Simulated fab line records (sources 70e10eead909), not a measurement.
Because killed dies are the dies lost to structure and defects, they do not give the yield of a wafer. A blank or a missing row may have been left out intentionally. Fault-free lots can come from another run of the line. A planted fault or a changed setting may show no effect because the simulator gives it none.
fab line records -- flow nand-harc
record: lots: 7, wafers: 21, last-day: 23
route steps=1159 shown A_ONON_D1@439 A_CHANNEL_HOLE_D1@450 END@1159
lots that met no fault: from a run of the same line without faults
start-h: hours from the record's first day to the start of the lot's first wafer shown -- wait-h: hours from the lot's prior step to this one -- " identical to the entry in the row above -- L1.1+2: several wafers, shown together as one row -- - no value, or no start given -- * or withheld: withheld -- < > ~ a bound
route shown NAME@n: a module of which the file shows steps, and the number in the route of the first -- usual: mean/standard deviation of fault-free wafers -- same: alike in all rows -- chamber/n: place in a boat -- sites: readings site by site -- _std_site: standard deviation of those values -- _edge_site: inner sites' mean taken away from outer sites' mean -- radius-mm: how far each site lies from the wafer's centre -- mask NAME#n: copy n -- behind: tool/chamber where the wafer was last shaped -- hold: what put the lot on hold/how long, in hours/how the hold closed -- device: which transistor (n, p or np) failed to switch -- end of line: the route-end tests of the same wafers -- a step with no rows: only its recipe -- killed: the dies lost at the first sort to structure and to defects; this is not the yield of the wafer -- map: shows each die of a wafer: x if killed, . if not, _ if none is there
set.NAME: the setting the step ran with; set.NAME@STEP: the setting that earlier step ran with -- model.NAME: the simulator's own value behind a step, which no gauge read
lots seen at some steps along the route; tables by step, rows by wafer
services: when a tool's chamber went out of use (start-h, in hours from the record's first day, below 0 if earlier), for how many hours, and the reason
== steps ==
step: NHARC_A_ONON_D1_THK_MEAS_21
recipe: thk-meas-gauge: ellipsometry
usual: thk-nm: 1001/12
lot.wafer,tool,chamber,start-h,wait-h,thk-nm
L765.1,film-metro-02,-,163.58,-,993
L765.3,film-metro-02,-,163.58,-,994
L765.4,film-metro-02,-,163.58,-,994
L767.1,film-metro-02,-,183.37,-,1002
L767.3,film-metro-02,-,183.37,-,1002
L767.5,film-metro-02,-,183.37,-,1002
L778.1,film-metro-01,-,242.54,-,991
L778.2,film-metro-01,-,242.54,-,995
L778.4,film-metro-01,-,242.54,-,993
L777.2,film-metro-02,-,242.67,-,1002
L777.4,film-metro-02,-,242.67,-,1001
L777.5,film-metro-02,-,242.67,-,1000
L776.2,film-metro-01,-,242.88,-,1010
L776.3,film-metro-01,-,242.88,-,1011
L776.4,film-metro-01,-,242.88,-,1012
L780.3,film-metro-01,-,258.28,-,1022
L780.4,film-metro-01,-,258.28,-,1022
L780.6,film-metro-01,-,258.28,-,1020
L784.2,film-metro-02,-,277.94,-,1011
L784.5,film-metro-02,-,277.94,-,1012
L784.6,film-metro-02,-,277.94,-,1012
step: NHARC_A_ONON_D1_DEP_22
recipe: target-thk-a: 10000, n2-flow-sccm: 2750, n2o-flow-sccm: 2000, nh3-flow-sccm: 500, sih4-flow-sccm: 210, temp-c: 400
step: NHARC_A_ONON_D1_THK_MEAS_24
recipe: thk-meas-gauge: ellipsometry
usual: thk-nm: 998/11
lot.wafer,tool,chamber,start-h,wait-h,thk-nm
L765.1,film-metro-02,-,164.16,-,1003
L765.3,film-metro-02,-,164.16,-,1004
L765.4,film-metro-02,-,164.16,-,1004
L767.1,film-metro-01,-,183.94,-,987
L767.3,film-metro-01,-,183.94,-,990
L767.5,film-metro-01,-,183.94,-,989
L778.1,film-metro-02,-,243.10,-,998
L778.2,film-metro-02,-,243.10,-,997
L778.4,film-metro-02,-,243.10,-,998
L777.2,film-metro-01,-,243.24,-,1004
L777.4,film-metro-01,-,243.24,-,1003
L777.5,film-metro-01,-,243.24,-,1005
L776.2,film-metro-02,-,243.45,-,987
L776.3,film-metro-02,-,243.45,-,988
L776.4,film-metro-02,-,243.45,-,986
L780.3,film-metro-02,-,258.85,-,992
L780.4,film-metro-02,-,258.85,-,991
L780.6,film-metro-02,-,258.85,-,992
L784.2,film-metro-02,-,278.51,-,1013
L784.5,film-metro-02,-,278.51,-,1012
L784.6,film-metro-02,-,278.51,-,1009
step: NHARC_A_ONON_D1_DEP_25
recipe: target-thk-a: 10000, n2-flow-sccm: 2750, n2o-flow-sccm: 2000, nh3-flow-sccm: 500, sih4-flow-sccm: 210, temp-c: 400
step: NHARC_A_ONON_D1_THK_MEAS_27
recipe: thk-meas-gauge: ellipsometry
usual: thk-nm: 1000/11
lot.wafer,tool,chamber,start-h,wait-h,thk-nm
L765.1,film-metro-02,-,164.73,-,1004
L765.3,film-metro-02,-,164.73,-,1004
L765.4,film-metro-02,-,164.73,-,1003
L767.1,film-metro-01,-,184.51,-,995
L767.3,film-metro-01,-,184.51,-,995
L767.5,film-metro-01,-,184.51,-,993
L778.1,film-metro-01,-,243.67,-,1001
L778.2,film-metro-01,-,243.67,-,1004
L778.4,film-metro-01,-,243.67,-,1002
L777.2,film-metro-02,-,243.80,-,988
L777.4,film-metro-02,-,243.80,-,987
L777.5,film-metro-02,-,243.80,-,988
L776.2,film-metro-01,-,244.03,-,1005
L776.3,film-metro-01,-,244.03,-,1004
L776.4,film-metro-01,-,244.03,-,1005
L780.3,film-metro-01,-,259.41,-,1002
L780.4,film-metro-01,-,259.41,-,1003
L780.6,film-metro-01,-,259.41,-,1003
L784.2,film-metro-02,-,279.08,-,1000
L784.5,film-metro-02,-,279.08,-,1000
L784.6,film-metro-02,-,279.08,-,1000
step: NHARC_A_ONON_D1_DEP_28
recipe: target-thk-a: 10000, n2-flow-sccm: 2750, n2o-flow-sccm: 2000, nh3-flow-sccm: 500, sih4-flow-sccm: 210, temp-c: 400
step: NHARC_A_ONON_D1_THK_MEAS_30
recipe: thk-meas-gauge: ellipsometry
usual: thk-nm: 1001/11
lot.wafer,tool,chamber,start-h,wait-h,thk-nm
L765.1,film-metro-02,-,165.33,-,996
L765.3,film-metro-02,-,165.33,-,994
L765.4,film-metro-02,-,165.33,-,995
L767.1,film-metro-01,-,185.07,-,999
L767.3,film-metro-01,-,185.07,-,1000
L767.5,film-metro-01,-,185.07,-,998
L778.1,film-metro-02,-,244.27,-,1010
L778.2,film-metro-02,-,244.27,-,1010
L778.4,film-metro-02,-,244.27,-,1010
L777.2,film-metro-02,-,244.38,-,1001
L777.4,film-metro-02,-,244.38,-,1003
L777.5,film-metro-02,-,244.38,-,1001
L776.2,film-metro-01,-,244.60,-,999
L776.3,film-metro-01,-,244.60,-,999
L776.4,film-metro-01,-,244.60,-,1000
L780.3,film-metro-01,-,259.98,-,995
L780.4,film-metro-01,-,259.98,-,995
L780.6,film-metro-01,-,259.98,-,996
L784.2,film-metro-02,-,279.64,-,1007
L784.5,film-metro-02,-,279.64,-,1006
L784.6,film-metro-02,-,279.64,-,1008
step: NHARC_A_ONON_D1_DEP_33
recipe: target-thk-a: 2000, temp-c: 400, pressure-torr: 6.5, rf-w: 900, teos-flow-sccm: 161.4, flow-sccm: 2650, target-thk-nm: 200, gas: O2, material: SiO2
usual: chamber-pressure-Torr: 6.499/0.014, flow-sccm: 2650/7.5, heater-power-w: 616/87, rf-fwd-power-W: 898/3, throttle-valve-pct: 15.9/0.44
lot.wafer,tool,chamber,start-h,wait-h,chamber-pressure-Torr,flow-sccm,heater-power-w,rf-fwd-power-W,throttle-valve-pct
L765.1,pecvd-01,1,165.80,0.5,6.491,2649,648,897,15.2
L765.3,pecvd-01,2,165.80,0.5,6.494,2641,519,898,16.1
L765.4,pecvd-01,1,165.80,0.5,6.500,2666,641,900,15.6
L767.1,pecvd-01,1,185.13,0.1,6.499,2662,608,900,15.7
L767.3,pecvd-01,0,185.13,0.1,6.505,2645,616,894,15.7
L767.5,pecvd-01,0,185.13,0.1,6.497,2649,630,898,15.6
L778.2,pecvd-02,1,244.33,0.1,6.505,2645,642,898,16.2
L778.1,pecvd-02,0,244.33,0.1,6.506,2659,662,898,15.8
L778.4,pecvd-02,0,244.33,0.1,6.526,2658,667,896,15.9
L777.2,pecvd-03,0,244.53,0.1,6.492,2650,580,898,16.6
L777.4,pecvd-03,1,244.53,0.1,6.485,2645,575,904,15.5
L777.5,pecvd-03,2,244.53,0.1,6.498,2646,534,898,15.8
L776.3,pecvd-02,2,244.66,0.1,6.494,2634,524,893,15.7
L776.2,pecvd-02,0,244.66,0.1,6.510,2641,594,895,15.9
L776.4,pecvd-02,1,244.66,0.1,6.476,2638,788,895,16.4
L780.3,pecvd-01,1,260.20,0.2,6.492,2649,657,904,15.8
L780.4,pecvd-01,2,260.20,0.2,6.487,2661,491,896,15.8
L780.6,pecvd-01,0,260.20,0.2,6.472,2648,648,890,15.1
L784.2,pecvd-01,1,279.74,0.1,6.502,2658,540,903,16.0
L784.5,pecvd-01,1,279.74,0.1,6.535,2657,559,902,15.9
L784.6,pecvd-01,2,279.74,0.1,6.496,2653,521,901,15.9
step: NHARC_A_ONON_D1_THK_MEAS_34
recipe: thk-meas-gauge: ellipsometry
usual: thk-nm: 200.7/2.9
lot.wafer,tool,chamber,start-h,wait-h,thk-nm
L765.1,film-metro-01,-,166.21,-,203.3
L765.3,film-metro-01,-,166.21,-,201.3
L765.4,film-metro-01,-,166.21,-,203.4
L767.1,film-metro-01,-,185.55,-,201.2
L767.3,film-metro-01,-,185.55,-,196.2
L767.5,film-metro-01,-,185.55,-,200.8
L778.1,film-metro-02,-,244.74,-,198.8
L778.2,film-metro-02,-,244.74,-,200.8
L778.4,film-metro-02,-,244.74,-,201.9
L777.2,film-metro-01,-,244.85,-,199.9
L777.4,film-metro-01,-,244.85,-,200.1
L777.5,film-metro-01,-,244.85,-,200.3
L776.2,film-metro-01,-,245.07,-,196.8
L776.3,film-metro-01,-,245.07,-,199.0
L776.4,film-metro-01,-,245.07,-,204.2
L780.3,film-metro-02,-,260.61,-,198.9
L780.4,film-metro-02,-,260.61,-,202.3
L780.6,film-metro-02,-,260.61,-,197.7
L784.2,film-metro-01,-,280.11,-,199.4
L784.5,film-metro-01,-,280.11,-,204.5
L784.6,film-metro-01,-,280.11,-,202.6
step: NHARC_A_ONON_D1_INSPECT_32
usual: raw-defect-count: 70/27
lot.wafer,tool,chamber,start-h,wait-h,raw-defect-count
L765.1,defect-inspect-02,-,166.28,0.0,125
L765.3,defect-inspect-02,-,166.28,0.0,110
L765.4,defect-inspect-02,-,166.28,0.0,119
L767.1,defect-inspect-02,-,185.61,0.0,54
L767.3,defect-inspect-02,-,185.61,0.0,47
L767.5,defect-inspect-02,-,185.61,0.0,54
L778.1,defect-inspect-02,-,244.80,0.0,103
L778.2,defect-inspect-02,-,244.80,0.0,121
L778.4,defect-inspect-02,-,244.80,0.0,66
L777.2,defect-inspect-01,-,244.94,0.0,51
L777.4,defect-inspect-01,-,244.94,0.0,59
L777.5,defect-inspect-01,-,244.94,0.0,58
L776.2,defect-inspect-02,-,245.14,0.1,108
L776.3,defect-inspect-02,-,245.14,0.1,96
L776.4,defect-inspect-02,-,245.14,0.1,100
L780.3,defect-inspect-02,-,260.70,0.0,40
L780.4,defect-inspect-02,-,260.70,0.0,92
L780.6,defect-inspect-02,-,260.70,0.0,43
L784.2,defect-inspect-01,-,280.20,0.0,85
L784.5,defect-inspect-01,-,280.20,0.0,35
L784.6,defect-inspect-01,-,280.20,0.0,109
step: NHARC_A_CHANNEL_HOLE_D1_DEP_00
recipe: target-thk-a: 31000, temp-c: 400, material: aC
usual: susceptor-temp-C: 399.96/0.2, throttle-valve-pct: 35.001/0.0082
lot.wafer,tool,chamber,start-h,wait-h,susceptor-temp-C,throttle-valve-pct
L765.1,acl-dep-01,0,169.19,2.9,-,35.006
L765.3,acl-dep-01,0,169.19,2.9,-,35.001
L765.4,acl-dep-01,0,169.19,2.9,-,35.008
L767.1,acl-dep-01,0,185.68,0.1,-,34.990
L767.3,acl-dep-01,0,185.68,0.1,-,34.998
L767.5,acl-dep-01,0,185.68,0.1,-,35.013
L778.1,acl-dep-03,0,244.87,0.1,399.84,34.994
L778.2,acl-dep-03,0,244.87,0.1,399.90,35.000
L778.4,acl-dep-03,0,244.87,0.1,399.79,35.010
L777.2,acl-dep-01,0,245.32,0.4,-,34.987
L777.4,acl-dep-01,0,245.32,0.4,-,35.006
L777.5,acl-dep-01,0,245.32,0.4,-,35.003
L776.2,acl-dep-02,0,245.52,0.4,399.91,35.004
L776.3,acl-dep-02,0,245.52,0.4,399.94,35.008
L776.4,acl-dep-02,0,245.52,0.4,399.59,35.011
L780.3,acl-dep-03,0,261.39,0.7,-,34.988
L780.4,acl-dep-03,0,261.39,0.7,-,34.989
L780.6,acl-dep-03,0,261.39,0.7,-,35.010
L784.2,acl-dep-01,0,280.57,0.4,-,34.988
L784.5,acl-dep-01,0,280.57,0.4,-,34.990
L784.6,acl-dep-01,0,280.57,0.4,-,35.015
step: NHARC_A_CHANNEL_HOLE_D1_DEP_01
recipe: target-thk-a: 1400, target-thk-nm: 140, temp-c: 400, pressure-torr: 3.5, flow-sccm: 200, rf-w: 350, material: SiON
usual: chamber-pressure-Torr: 3.502/0.0088, heater-power-outer-w: 460/51, heater-power-w: 770/94, rf-fwd-power-W: 348.4/0.99
lot.wafer,tool,chamber,start-h,wait-h,chamber-pressure-Torr,heater-power-outer-w,heater-power-w,rf-fwd-power-W
L765.3,pecvd-01,0,171.10,1.0,3.500,538,901,350.1
L765.1,pecvd-01,1,171.10,1.0,3.507,507,821,350.4
L765.4,pecvd-01,0,171.10,1.0,3.501,424,730,347.2
L767.3,pecvd-03,2,187.57,1.0,3.513,475,746,349.1
L767.1,pecvd-03,0,187.57,1.0,3.493,511,893,347.8
L767.5,pecvd-03,2,187.57,1.0,3.498,503,755,348.3
L778.1,pecvd-03,2,246.80,1.6,-,-,-,-
L778.2,pecvd-03,0,246.80,1.6,-,-,-,-
L778.4,pecvd-03,1,246.80,1.6,-,-,-,-
L777.2,pecvd-04,1,246.96,1.3,-,-,-,-
L777.4,pecvd-04,0,246.96,1.3,-,-,-,-
L777.5,pecvd-04,0,246.96,1.3,-,-,-,-
L776.2,pecvd-04,0,247.18,1.3,-,-,-,-
L776.3,pecvd-04,0,247.18,1.3,-,-,-,-
L776.4,pecvd-04,1,247.18,1.3,-,-,-,-
L780.3,pecvd-03,0,262.67,1.0,3.520,575,960,349.0
L780.6,pecvd-03,0,262.67,1.0,3.509,565,971,348.9
L780.4,pecvd-03,1,262.67,1.0,3.510,503,882,348.4
L784.2,pecvd-03,1,282.16,1.3,3.497,472,850,349.0
L784.6,pecvd-03,1,282.16,1.3,3.505,483,849,349.0
L784.5,pecvd-03,2,282.16,1.3,3.520,452,718,346.6
step: NHARC_A_CHANNEL_HOLE_D1_DEHYDRATE_02
recipe: temp-c: 150, time-s: 120
step: NHARC_END_SORT_01
recipe: temp-c: 25
usual: killed-at-array: 27/8, killed-at-other: 0.8/1.2, killed-at-periphery: 3.3/2.3, killed-dies: 31/8.8, killed-open: 3.2/2.1, killed-short: 2.1/1.4
same: gross-dies: 677
lot.wafer,tool,chamber,start-h,wait-h,hold,killed-at-array,killed-at-other,killed-at-periphery,killed-dies,killed-open,killed-short
L765.1,prober-02,0,441.03,2.5,-,27,3,6,36,9,4
L765.3,prober-02,0,442.63,3.1,-,36,4,1,41,4,2
L765.4,prober-02,0,443.43,3.4,-,22,3,2,27,6,2
L767.1,prober-01,0,469.32,2.5,-,16,0,2,18,3,0
L767.3,prober-01,0,470.93,3.1,-,28,0,1,29,1,1
L767.5,prober-01,0,472.55,3.7,-,23,1,4,28,5,2
L777.2,prober-01,0,509.25,2.8,await-dispo/4.4h/scrap,675,1,1,677,2,3
L777.4,prober-01,0,510.85,3.4,await-dispo/4.4h/scrap,667,6,4,677,5,1
L777.5,prober-01,0,511.65,3.7,await-dispo/4.4h/scrap,669,4,4,677,3,2
L778.1,prober-02,0,509.59,2.5,await-dispo/2.0h/scrap,672,0,5,677,4,0
L778.2,prober-02,0,510.39,2.8,await-dispo/2.0h/scrap,673,1,3,677,1,3
L778.4,prober-02,0,511.98,3.4,await-dispo/2.0h/scrap,675,1,1,677,2,1
L776.2,prober-01,0,530.58,2.8,await-dispo/11.2h/scrap,673,1,3,677,2,2
L776.3,prober-01,0,531.39,3.1,await-dispo/11.2h/scrap,674,0,3,677,7,2
L776.4,prober-01,0,532.19,3.4,await-dispo/11.2h/scrap,670,5,2,677,4,3
L780.3,prober-02,0,539.25,3.1,-,18,1,0,19,2,1
L780.4,prober-02,0,540.06,3.4,-,17,4,2,23,2,1
L780.6,prober-02,0,541.67,4.0,-,22,2,1,25,0,6
L784.2,prober-02,0,558.58,2.8,-,31,0,4,35,8,2
L784.5,prober-02,0,561.00,3.7,-,37,0,4,41,4,3
L784.6,prober-02,0,561.80,4.0,-,28,0,3,31,4,3
killed by level:class
L765.1 A_CHANNEL_HOLE_D1:chamber-film-flake=8 A_ONON_D1:geometric-particle:short=3 A_CONTACT:chamber-film-flake=3 THIN_TSV:chamber-film-flake=3 P_GATE:geometric-particle:open=2 P_M0:geometric-particle:open=2 A_ONON_D1:geometric-particle:open=2 A_SGD_CUT:geometric-particle:open=2
L765.3 A_CHANNEL_HOLE_D1:chamber-film-flake=16 A_STAIRCASE:chamber-film-flake=4 THIN_TSV:chamber-film-flake=4 A_SLIT:unspecified=3 A_CONTACT:chamber-film-flake=3 A_CONTACT:geometric-particle:open=2 A_SGD_CUT:chamber-film-flake=2 P_M1:geometric-particle:short=1
L765.4 A_CHANNEL_HOLE_D1:chamber-film-flake=7 A_STAIRCASE:chamber-film-flake=5 A_WL_FILL:geometric-particle:open=3 THIN_TSV:chamber-film-flake=3 A_SLIT:chamber-film-flake=2 P_CONTACT:geometric-particle:open=1 P_M2:geometric-particle:open=1 A_ONON_D1:geometric-particle:open=1
L767.1 A_CHANNEL_HOLE_D1:chamber-film-flake=9 A_STAIRCASE:chamber-film-flake=4 P_CONTACT:geometric-particle:open=1 A_CONTACT:geometric-particle:open=1 A_M1:geometric-particle:open=1 P_ZERO_WELL:chamber-film-flake=1 A_CONTACT:chamber-film-flake=1
L767.3 A_CHANNEL_HOLE_D1:chamber-film-flake=13 A_STAIRCASE:chamber-film-flake=6 A_SLIT:chamber-film-flake=3 A_CONTACT:chamber-film-flake=3 A_SGD_CUT:geometric-particle:short=1 A_CONTACT:geometric-particle:open=1 P_ZERO_WELL:chamber-film-flake=1 A_WL_FILL:chamber-film-flake=1
L767.5 A_CHANNEL_HOLE_D1:chamber-film-flake=9 A_CONTACT:chamber-film-flake=4 A_M1:geometric-particle:open=3 A_STAIRCASE:chamber-film-flake=2 P_M1:geometric-particle:short=1 A_WL_FILL:geometric-particle:short=1 A_CONTACT:geometric-particle:open=1 P_ZERO_WELL:chamber-film-flake=1
L777.2 A_CHANNEL_HOLE_D1:area-dep=656 A_SLIT:chamber-film-flake=8 A_CONTACT:chamber-film-flake=3 A_SGD_CUT:geometric-particle:short=2 A_WL_FILL:chamber-film-flake=2 A_CHANNEL_FILL_D1:geometric-particle:short=1 A_WL_FILL:geometric-particle:open=1 A_CONTACT:geometric-particle:open=1
L778.1 A_CHANNEL_HOLE_D1:area-dep=650 A_CHANNEL_HOLE_D1:chamber-film-flake=15 P_GATE:chamber-film-flake=3 A_CONTACT:chamber-film-flake=3 A_STAIRCASE:chamber-film-flake=2 P_STI:geometric-particle:open=1 P_M1:geometric-particle:open=1 A_CHANNEL_FILL_D1:geometric-particle:open=1
L778.2 A_CHANNEL_HOLE_D1:area-dep=650 A_CHANNEL_HOLE_D1:chamber-film-flake=12 A_CONTACT:chamber-film-flake=8 P_GATE:chamber-film-flake=3 A_ONON_D1:geometric-particle:open=1 A_WL_FILL:geometric-particle:short=1 A_M0:geometric-particle:short=1 STARTING-WAFER:geometric-particle:short=1
L777.4 A_CHANNEL_HOLE_D1:area-dep=649 A_SLIT:chamber-film-flake=8 THIN_TSV:chamber-film-flake=6 A_CHANNEL_HOLE_D1:chamber-film-flake=5 P_M0:geometric-particle:open=2 P_M1:geometric-particle:open=1 A_SGD_CUT:geometric-particle:open=1 A_WL_FILL:geometric-particle:short=1
L777.5 A_CHANNEL_HOLE_D1:area-dep=643 A_SLIT:chamber-film-flake=18 A_CHANNEL_HOLE_D1:chamber-film-flake=5 THIN_TSV:chamber-film-flake=3 P_STI:chamber-film-flake=2 P_STI:geometric-particle:short=1 P_CONTACT:geometric-particle:open=1 A_WL_FILL:geometric-particle:open=1
L778.4 A_CHANNEL_HOLE_D1:area-dep=647 A_CHANNEL_HOLE_D1:chamber-film-flake=18 A_CONTACT:chamber-film-flake=8 P_STI:geometric-particle:short=1 A_WL_FILL:geometric-particle:open=1 A_M0:geometric-particle:open=1 THIN_TSV:chamber-film-flake=1
L776.2 A_CHANNEL_HOLE_D1:area-dep=641 A_CHANNEL_HOLE_D1:chamber-film-flake=11 A_SLIT:chamber-film-flake=10 A_STAIRCASE:chamber-film-flake=3 A_CONTACT:chamber-film-flake=3 A_M0:chamber-film-flake=2 P_GATE:geometric-particle:open=1 P_M0:geometric-particle:short=1
L776.3 A_CHANNEL_HOLE_D1:area-dep=633 A_CHANNEL_HOLE_D1:chamber-film-flake=17 A_SLIT:chamber-film-flake=11 A_CONTACT:chamber-film-flake=6 A_CHANNEL_FILL_D1:geometric-particle:open=3 A_ONON_D1:geometric-particle:short=2 P_STI:geometric-particle:open=1 P_M0:geometric-particle:open=1
L776.4 A_CHANNEL_HOLE_D1:area-dep=628 A_CHANNEL_HOLE_D1:chamber-film-flake=18 A_SLIT:chamber-film-flake=10 A_CONTACT:chamber-film-flake=5 THIN_TSV:chamber-film-flake=5 A_M0:geometric-particle:open=2 P_CONTACT:geometric-particle:short=1 A_ONON_D1:geometric-particle:short=1
L780.3 A_CHANNEL_HOLE_D1:chamber-film-flake=8 A_STAIRCASE:chamber-film-flake=4 A_CONTACT:chamber-film-flake=3 A_SGD_CUT:geometric-particle:short=1 A_SGD_CUT:geometric-particle:open=1 A_CONTACT:geometric-particle:open=1 THIN_TSV:chamber-film-flake=1
L780.4 A_CONTACT:chamber-film-flake=6 A_CHANNEL_HOLE_D1:chamber-film-flake=5 THIN_TSV:chamber-film-flake=4 A_STAIRCASE:chamber-film-flake=2 P_CONTACT:geometric-particle:open=1 A_CHANNEL_HOLE_D1:geometric-particle:short=1 A_SGD_CUT:geometric-particle:open=1 P_M1:chamber-film-flake=1
L780.6 A_CONTACT:chamber-film-flake=12 A_CHANNEL_HOLE_D1:chamber-film-flake=4 A_CHANNEL_HOLE_D1:geometric-particle:short=2 THIN_TSV:chamber-film-flake=2 P_M0:geometric-particle:short=1 A_SOURCE_PLATE:geometric-particle:short=1 A_ONON_D1:geometric-particle:short=1 A_SGD_CUT:geometric-particle:short=1
L784.2 A_CHANNEL_HOLE_D1:chamber-film-flake=12 A_CONTACT:chamber-film-flake=5 A_ZERO_WELL:chamber-film-flake=4 P_M0:geometric-particle:open=2 A_CONTACT:geometric-particle:open=2 A_STAIRCASE:chamber-film-flake=2 P_GATE:geometric-particle:open=1 A_SOURCE_PLATE:geometric-particle:short=1
L784.5 A_CHANNEL_HOLE_D1:chamber-film-flake=19 A_CONTACT:chamber-film-flake=8 A_CONTACT:geometric-particle:open=2 P_STI:chamber-film-flake=2 A_STAIRCASE:chamber-film-flake=2 A_ONON_D1:geometric-particle:open=1 A_WL_FILL:geometric-particle:short=1 A_BLC:geometric-particle:short=1
L784.6 A_CHANNEL_HOLE_D1:chamber-film-flake=15 A_STAIRCASE:chamber-film-flake=3 A_CONTACT:chamber-film-flake=3 A_CONTACT:geometric-particle:open=2 P_STI:chamber-film-flake=2 P_STI:geometric-particle:short=1 A_ONON_D1:geometric-particle:open=1 A_CHANNEL_FILL_D1:geometric-particle:short=1
map L776.2 (x killed, . not)
____________x____________
_________xxxxxxx_________
_______xxxxxxxxxxx_______
______xxxxxxxxxxxxx______
_____xxxxxxxxxxxxxxx_____
____xxxxxxxxxxxxxxxxx____
____xxxxxxxxxxxxxxxxx____
___xxxxxxxxxxxxxxxxxxx___
___xxxxxxxxxxxxxxxxxxx___
__xxxxxxxxxxxxxxxxxxxxx__
__xxxxxxxxxxxxxxxxxxxxx__
_xxxxxxxxxxxxxxxxxxxxxxx_
_xxxxxxxxxxxxxxxxxxxxxxx_
_xxxxxxxxxxxxxxxxxxxxxxx_
_xxxxxxxxxxxxxxxxxxxxxxx_
_xxxxxxxxxxxxxxxxxxxxxxx_
xxxxxxxxxxxxxxxxxxxxxxxxx
xxxxxxxxxxxxxxxxxxxxxxxxx
xxxxxxxxxxxxxxxxxxxxxxxxx
xxxxxxxxxxxxxxxxxxxxxxxxx
xxxxxxxxxxxxxxxxxxxxxxxxx
_xxxxxxxxxxxxxxxxxxxxxxx_
_xxxxxxxxxxxxxxxxxxxxxxx_
_xxxxxxxxxxxxxxxxxxxxxxx_
_xxxxxxxxxxxxxxxxxxxxxxx_
_xxxxxxxxxxxxxxxxxxxxxxx_
__xxxxxxxxxxxxxxxxxxxxx__
__xxxxxxxxxxxxxxxxxxxxx__
___xxxxxxxxxxxxxxxxxxx___
___xxxxxxxxxxxxxxxxxxx___
____xxxxxxxxxxxxxxxxx____
____xxxxxxxxxxxxxxxxx____
_____xxxxxxxxxxxxxxx_____
______xxxxxxxxxxxxx______
_______xxxxxxxxxxx_______
_________xxxxxxx_________
____________x____________
map L777.2 (x killed, . not)
____________x____________
_________xxxxxxx_________
_______xxxxxxxxxxx_______
______xxxxxxxxxxxxx______
_____xxxxxxxxxxxxxxx_____
____xxxxxxxxxxxxxxxxx____
____xxxxxxxxxxxxxxxxx____
___xxxxxxxxxxxxxxxxxxx___
___xxxxxxxxxxxxxxxxxxx___
__xxxxxxxxxxxxxxxxxxxxx__
__xxxxxxxxxxxxxxxxxxxxx__
_xxxxxxxxxxxxxxxxxxxxxxx_
_xxxxxxxxxxxxxxxxxxxxxxx_
_xxxxxxxxxxxxxxxxxxxxxxx_
_xxxxxxxxxxxxxxxxxxxxxxx_
_xxxxxxxxxxxxxxxxxxxxxxx_
xxxxxxxxxxxxxxxxxxxxxxxxx
xxxxxxxxxxxxxxxxxxxxxxxxx
xxxxxxxxxxxxxxxxxxxxxxxxx
xxxxxxxxxxxxxxxxxxxxxxxxx
xxxxxxxxxxxxxxxxxxxxxxxxx
_xxxxxxxxxxxxxxxxxxxxxxx_
_xxxxxxxxxxxxxxxxxxxxxxx_
_xxxxxxxxxxxxxxxxxxxxxxx_
_xxxxxxxxxxxxxxxxxxxxxxx_
_xxxxxxxxxxxxxxxxxxxxxxx_
__xxxxxxxxxxxxxxxxxxxxx__
__xxxxxxxxxxxxxxxxxxxxx__
___xxxxxxxxxxxxxxxxxxx___
___xxxxxxxxxxxxxxxxxxx___
____xxxxxxxxxxxxxxxxx____
____xxxxxxxxxxxxxxxxx____
_____xxxxxxxxxxxxxxx_____
______xxxxxxxxxxxxx______
_______xxxxxxxxxxx_______
_________xxxxxxx_________
____________x____________
== services ==
tool,chamber,start-h,hours,kind
pecvd-02,-,153.00,13.0,pm
pecvd-02,0,153.00,13.0,vent-cycle
pecvd-02,1,153.00,13.0,vent-cycle
pecvd-02,2,153.00,13.0,vent-cycle
pecvd-02,0,166.00,-,clean
pecvd-02,1,166.00,-,clean
pecvd-02,2,166.00,-,clean
acl-dep-02,-,167.94,13.0,pm
pecvd-04,-,168.56,1.0,repair
pecvd-04,-,195.54,13.0,pm
pecvd-04,0,195.54,13.0,vent-cycle
pecvd-04,1,195.54,13.0,vent-cycle
pecvd-01,1,217.07,6.2,repair
acl-dep-03,-,225.15,13.0,pm
pecvd-03,-,225.87,0.3,repair
pecvd-04,2,234.84,25.9,repair
pecvd-01,-,237.10,13.0,pm
pecvd-01,0,237.10,13.0,vent-cycle
pecvd-01,1,237.10,13.0,vent-cycle
pecvd-01,2,237.10,13.0,vent-cycle
pecvd-01,0,250.10,-,clean
pecvd-01,1,250.10,-,clean
pecvd-01,2,250.10,-,clean
pecvd-02,-,260.26,0.9,repair
== key ==
first-sign: step: NHARC_A_CHANNEL_HOLE_D1_DEP_01, reading: tool-record, direction: missing
effect: step: NHARC_END_SORT_01, reading: killed-at-array, direction: up, sigmas: 80, usual: 27, struck: 672
more-kills-born-at: NHARC_A_CHANNEL_HOLE_D1_DEP_01@pecvd-04: 3850, NHARC_A_CHANNEL_HOLE_D1_DEP_01@pecvd-03: 1947
met-at NHARC_A_CHANNEL_HOLE_D1_DEP_01
struck-wafers L776.2,L776.3,L776.4,L777.2,L777.4,L777.5,L778.1,L778.2,L778.4
later-rows-left-out L776.2,L776.3,L776.4,L777.2,L777.4,L777.5,L778.1,L778.2,L778.4
tester-left-out L776,L777,L778
onset-between 187.57 246.80
fault: kind: skipped-step-whole, tool: pecvd-03,pecvd-04, chamber: -, onset-h: 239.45, steps: NHARC_A_CHANNEL_HOLE_D1_DEP_01, scope: struck-lots-only
tester-left-out: of these lots the tester's yield and bins aren't shown, on N5 and GAA mostly nor the transistor test; their killed dies are dies lost to structure and defects alone, not to doping, threshold or leakage, so they don't give the yield
later-rows-left-out: the simulator's readings of these wafers behind a module that went badly wrong aren't trusted and aren't shown, but for the sort
